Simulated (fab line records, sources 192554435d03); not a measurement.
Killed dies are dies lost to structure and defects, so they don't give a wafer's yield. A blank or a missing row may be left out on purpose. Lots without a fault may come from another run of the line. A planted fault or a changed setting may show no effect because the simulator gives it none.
fab line records | flow n5_finfet | part 2 of 2: steps 9 to 9 of 9
record lots=7 wafers=21 last_day=18
route steps=1938 shown BEOL_M9@1422 BEOL_M15@1830 PASSIVATION@1936
lots that met no fault: from a run of the same line without faults
start_h: hours from the record's first day to the start of the lot's first wafer shown | wait_h: hours since the lot's step before | " the same as in the row above | L1.1+2: a row that stands for several wafers | - no value, or no start given | * or withheld: withheld | < > ~ a bound
route shown NAME@n: a module of which the file shows steps, and the number in the route of the first | usual: mean/standard deviation of fault-free wafers | same: alike in all rows | chamber/n: place in a boat | sites: the reading at each site | _std_site: their standard deviation | _edge_site: outer sites' mean less inner sites' | radius_mm: how far each site lies from the wafer's centre | mask NAME#n: copy n | behind: the tool/chamber that last shaped the wafer | hold: why the lot was held/for how many hours/how that ended | device: the transistor (n, p or np) that didn't switch | end of line: the same wafers' tests at the end of the route | a step without rows: its recipe alone | killed: dies lost to structure and defects at the first sort, not the wafer's yield | map: a wafer's dies, x killed, . not, _ none there
set.NAME: the setting as run; set.NAME@STEP: as run at that earlier step | model.NAME: the simulator's own value behind a step, which no gauge read
steps of the route over a sample of lots; a table a step, a row a wafer
services: from which hour (start_h, from the record's first day; less than 0 if before it) a tool's chamber was out of use, for how many hours, and why
## steps
# step N5_PASSIVATION_PROBE_49
# usual defect_limited_yield=91.2/1.6 killed_at_M0_to_M3=35/11 killed_at_M4_up=14/5.4 killed_at_contacts=13/6 killed_at_front_end=38/11 killed_at_other=3.4/2.6 killed_dies=104/19 killed_open=68/13 killed_short=34/8.5 sort_bin_5_function=5.1/1 sort_bin_6_memory=3.3/0.72 sort_bin_8_speed=0.1/0.9 sort_n_pass=1075/22
# same gross_dies=1180 killed_at_back_side=0 sort_bin_4_leakage[%]=0
# columns lot.wafer tool chamber start_h wait_h defect_limited_yield[%] killed_at_M0_to_M3 killed_at_M4_up killed_at_contacts killed_at_front_end killed_at_other killed_dies killed_open killed_short sort_bin_5_function[%] sort_bin_6_memory[%] sort_bin_8_speed[%] sort_n_pass
L272.3 prober-01 - 315.18 0.1 90.2 32 20 12 48 4 116 76 38 5.5 4.1 0 1064
L272.4 prober-01 - 315.23 0.2 91.0 48 16 13 25 4 106 62 38 5.9 2.4 0 1074
L272.5 prober-01 - 315.28 0.2 90.8 49 12 9 36 2 108 74 34 5.2 3.6 0 1072
L287.1 prober-02 - 389.38 0.0 89.8 34 14 17 45 10 120 80 40 6.0 3.9 0 1060
L287.3 prober-02 - 389.48 0.1 89.7 42 13 5 56 5 121 90 31 6.0 4.0 0 1059
L287.5 prober-02 - 389.58 0.2 89.8 24 24 26 42 4 120 80 32 5.8 3.6 0.4 1059
L286.1 prober-01 - 393.05 0.0 90.9 33 12 24 37 1 107 64 31 4.7 3.1 0 1073
L286.2 prober-01 - 393.10 0.1 91.9 29 17 3 41 5 95 60 32 4.8 2.5 0.3 1085
L286.3 prober-01 - 393.15 0.1 91.0 34 15 23 34 0 106 74 31 6.0 2.5 0 1074
L288.1 prober-01 - 396.43 0.0 87.9 40 13 21 67 2 143 89 51 7.0 4.6 0 1037
L288.2 prober-01 - 396.48 0.1 89.7 44 22 4 51 1 122 81 35 5.9 3.6 0.4 1058
L288.6 prober-01 - 396.68 0.3 88.1 36 23 24 56 1 140 100 38 7.6 3.6 0 1040
L290.2 prober-02 - 408.33 0.1 91.9 37 17 16 23 3 96 72 24 4.8 3.0 0 1084
L290.4 prober-02 - 408.43 0.2 88.0 67 19 24 30 2 142 97 43 6.4 5.1 0 1038
L290.6 prober-02 - 408.53 0.3 93.1 35 5 10 28 3 81 63 18 4.4 2.3 0 1099
L293.4 prober-01 - 422.32 0.6 92.3 26 15 10 37 3 91 62 29 4.2 3.4 0 1089
L293.5 prober-01 - 422.37 0.6 94.3 21 10 2 34 0 67 50 17 3.5 2.0 0 1113
L293.6 prober-01 - 422.42 0.7 93.0 16 21 18 26 2 83 61 21 4.2 2.7 0 1097
L294.1 prober-01 - 436.53 0.0 91.6 23 20 3 50 3 99 71 27 4.4 3.4 0 1081
L294.3 prober-01 - 436.63 0.1 91.5 36 19 12 33 0 100 73 26 5.3 3.0 0 1080
L294.5 prober-01 - 436.73 0.2 92.3 18 11 10 52 0 91 64 27 4.3 3.2 0 1089
# killed by level:class
L272.3 FIN_SAQP:geometric_particle:short=13 FIN_SAQP:geometric_particle:open=9 STI_FIN_REVEAL:geometric_particle:open=9 MOL_CONTACT_COAG:geometric_particle:open=9 BEOL_M4:geometric_particle:open=9 BEOL_M3:geometric_particle:open=8 BEOL_M2:geometric_particle:short=5 GATE_CUT:geometric_particle:short=5
L272.4 BEOL_M3:geometric_particle:open=15 MOL_CONTACT_COAG:geometric_particle:open=10 BEOL_M0_SAQP:geometric_particle:short=9 BEOL_M4:geometric_particle:open=8 BEOL_M2:geometric_particle:open=6 FIN_SAQP:geometric_particle:short=4 GATE_CUT:geometric_particle:short=4 BEOL_M0:geometric_particle:short=4
L272.5 BEOL_M2:geometric_particle:open=17 STI_FIN_REVEAL:geometric_particle:open=11 FIN_SAQP:geometric_particle:open=9 BEOL_M0_SAQP:geometric_particle:open=7 MOL_CONTACT_COAG:geometric_particle:open=6 BEOL_M0_SAQP:geometric_particle:short=5 BEOL_M2:geometric_particle:short=5 FIN_SAQP:geometric_particle:short=4
L287.1 MOL_CONTACT_COAG:geometric_particle:open=15 FIN_SAQP:geometric_particle:open=14 BEOL_M2:geometric_particle:open=10 BEOL_M4:geometric_particle:open=7 STI_FIN_REVEAL:geometric_particle:open=6 BEOL_M1:geometric_particle:open=6 FIN_SAQP:geometric_particle:short=5 STARTING-WAFER:geometric_particle:short=5
L287.3 STI_FIN_REVEAL:geometric_particle:open=19 BEOL_M2:geometric_particle:open=12 GATE_CUT:geometric_particle:short=9 BEOL_M0_SAQP:geometric_particle:open=7 BEOL_M0:geometric_particle:open=6 BEOL_M0_SAQP:geometric_particle:short=5 BEOL_M4:geometric_particle:open=5 STARTING-WAFER:geometric_particle:open=5
L287.5 MOL_CONTACT_COAG:geometric_particle:open=21 BEOL_M4:geometric_particle:open=11 STI_FIN_REVEAL:geometric_particle:open=9 BEOL_M2:geometric_particle:open=9 FIN_SAQP:geometric_particle:short=6 DUMMY_GATE:geometric_particle:open=6 GATE_CUT:geometric_particle:short=5 MOL_CONTACT_COAG:geometric_particle:short=5
L286.1 MOL_CONTACT_COAG:geometric_particle:open=20 HKMG_FIN:area_etch=12 BEOL_M0_SAQP:geometric_particle:short=8 STI_FIN_REVEAL:geometric_particle:open=7 BEOL_M0_SAQP:geometric_particle:open=7 BEOL_M3:geometric_particle:open=6 BEOL_M4:geometric_particle:open=6 FIN_SAQP:geometric_particle:open=4
L286.2 BEOL_M1:geometric_particle:open=13 FIN_SAQP:geometric_particle:open=10 GATE_CUT:geometric_particle:short=10 BEOL_M4:geometric_particle:open=9 STI_FIN_REVEAL:geometric_particle:open=5 BEOL_M0_SAQP:geometric_particle:short=5 STI_FIN_REVEAL:geometric_particle:short=4 BEOL_M0:geometric_particle:open=4
L286.3 MOL_CONTACT_COAG:geometric_particle:open=21 FIN_SAQP:geometric_particle:open=11 BEOL_M0_SAQP:geometric_particle:short=9 BEOL_M4:geometric_particle:open=9 BEOL_M0_SAQP:geometric_particle:open=8 BEOL_M1:geometric_particle:open=6 BEOL_M2:geometric_particle:open=6 FIN_SAQP:geometric_particle:short=5
L288.1 FIN_SAQP:geometric_particle:open=19 BEOL_M0_SAQP:geometric_particle:open=15 FIN_SAQP:geometric_particle:short=14 MOL_CONTACT_COAG:geometric_particle:open=13 GATE_CUT:geometric_particle:short=9 MOL_CONTACT_COAG:geometric_particle:short=8 BEOL_M4:geometric_particle:open=7 BEOL_M3:geometric_particle:open=7
L288.2 FIN_SAQP:geometric_particle:open=18 BEOL_M2:geometric_particle:open=15 STI_FIN_REVEAL:geometric_particle:open=9 FIN_SAQP:geometric_particle:short=7 BEOL_M0_SAQP:geometric_particle:open=7 BEOL_M0_SAQP:geometric_particle:short=6 BEOL_M4:geometric_particle:open=5 BEOL_M0:geometric_particle:short=5
L288.6 MOL_CONTACT_COAG:geometric_particle:open=20 FIN_SAQP:geometric_particle:open=19 BEOL_M4:geometric_particle:open=17 FIN_SAQP:geometric_particle:short=12 BEOL_M0_SAQP:geometric_particle:short=9 BEOL_M0_SAQP:geometric_particle:open=9 GATE_CUT:geometric_particle:open=8 BEOL_M1:geometric_particle:open=8
L290.2 BEOL_M2:geometric_particle:open=17 MOL_CONTACT_COAG:geometric_particle:open=12 FIN_SAQP:geometric_particle:open=8 BEOL_M4:geometric_particle:open=7 FIN_SAQP:geometric_particle:short=4 DUMMY_GATE:geometric_particle:open=4 MOL_CONTACT_COAG:geometric_particle:short=4 BEOL_M0_SAQP:geometric_particle:short=4
L290.4 MOL_CONTACT_COAG:geometric_particle:open=18 BEOL_M2:geometric_particle:open=18 BEOL_M0_SAQP:geometric_particle:short=18 STI_FIN_REVEAL:geometric_particle:open=11 BEOL_M0_SAQP:geometric_particle:open=10 BEOL_M1:geometric_particle:open=10 BEOL_M4:geometric_particle:open=10 MOL_CONTACT_COAG:geometric_particle:short=6
L290.6 BEOL_M2:geometric_particle:open=20 FIN_SAQP:geometric_particle:open=8 MOL_CONTACT_COAG:geometric_particle:open=8 BEOL_M0_SAQP:geometric_particle:open=7 FIN_SAQP:geometric_particle:short=6 STI_FIN_REVEAL:geometric_particle:open=5 BEOL_M3:geometric_particle:open=4 BEOL_M0:geometric_particle:open=3
L293.4 FIN_SAQP:geometric_particle:open=11 MOL_CONTACT_COAG:geometric_particle:open=10 FIN_SAQP:geometric_particle:short=6 BEOL_M2:geometric_particle:open=6 BEOL_M0:geometric_particle:open=5 STI_FIN_REVEAL:geometric_particle:open=4 DUMMY_GATE:geometric_particle:open=4 BEOL_M3:geometric_particle:open=4
L293.5 STI_FIN_REVEAL:geometric_particle:open=12 FIN_SAQP:geometric_particle:short=6 BEOL_M0:geometric_particle:open=6 BEOL_M2:geometric_particle:open=6 STARTING-WAFER:geometric_particle:open=5 FIN_SAQP:geometric_particle:open=4 BEOL_M4:geometric_particle:open=4 BEOL_M0_SAQP:geometric_particle:short=3
L293.6 MOL_CONTACT_COAG:geometric_particle:open=16 BEOL_M4:geometric_particle:open=11 BEOL_M0_SAQP:geometric_particle:short=7 STI_FIN_REVEAL:geometric_particle:open=5 DUMMY_GATE:geometric_particle:open=5 FIN_SAQP:geometric_particle:open=4 BEOL_M2:geometric_particle:open=4 GATE_CUT:geometric_particle:short=3
L294.1 STI_FIN_REVEAL:geometric_particle:open=19 BEOL_M4:geometric_particle:open=10 FIN_SAQP:geometric_particle:open=8 BEOL_M1:geometric_particle:open=8 FIN_SAQP:geometric_particle:short=5 GATE_CUT:geometric_particle:short=5 BEOL_M0:geometric_particle:open=5 STARTING-WAFER:geometric_particle:short=4
L294.3 BEOL_M3:geometric_particle:open=12 MOL_CONTACT_COAG:geometric_particle:open=11 BEOL_M4:geometric_particle:open=9 STI_FIN_REVEAL:geometric_particle:open=7 BEOL_M2:geometric_particle:open=7 GATE_CUT:geometric_particle:short=5 BEOL_M0_SAQP:geometric_particle:short=5 BEOL_M0_SAQP:geometric_particle:open=5
L294.5 STI_FIN_REVEAL:geometric_particle:open=13 FIN_SAQP:geometric_particle:open=9 FIN_SAQP:geometric_particle:short=8 BEOL_M1:geometric_particle:open=8 BEOL_M4:geometric_particle:open=8 MOL_CONTACT_COAG:geometric_particle:open=6 BEOL_M3:geometric_particle:open=5 GATE_CUT:geometric_particle:open=4
## services
# columns tool chamber start_h hours kind
rie_diel-02 1 228.55 - clean
rie_diel-02 1 228.55 - consumable_replace:focus_ring
rie_diel-02 1 228.55 24.3 scheduled_down
rie_diel-02 1 228.55 24.3 vent_cycle
rie_metal-02 - 235.86 2.8 pm
rie_diel-04 2 240.24 10.5 repair
rie_metal-01 - 242.61 0.2 repair
rie_diel-02 - 257.01 2.8 pm
rie_diel-02 3 261.30 17.6 repair
rie_diel-04 3 301.26 - clean
rie_diel-04 3 301.26 - consumable_replace:focus_ring
rie_diel-04 3 301.26 - consumable_replace:showerhead
rie_diel-04 3 301.26 23.8 scheduled_down
rie_diel-04 3 301.26 23.8 vent_cycle
rie_diel-02 1 307.24 11.4 repair
rie_diel-05 - 330.98 14.6 pm
rie_metal-01 1 350.01 16.2 repair
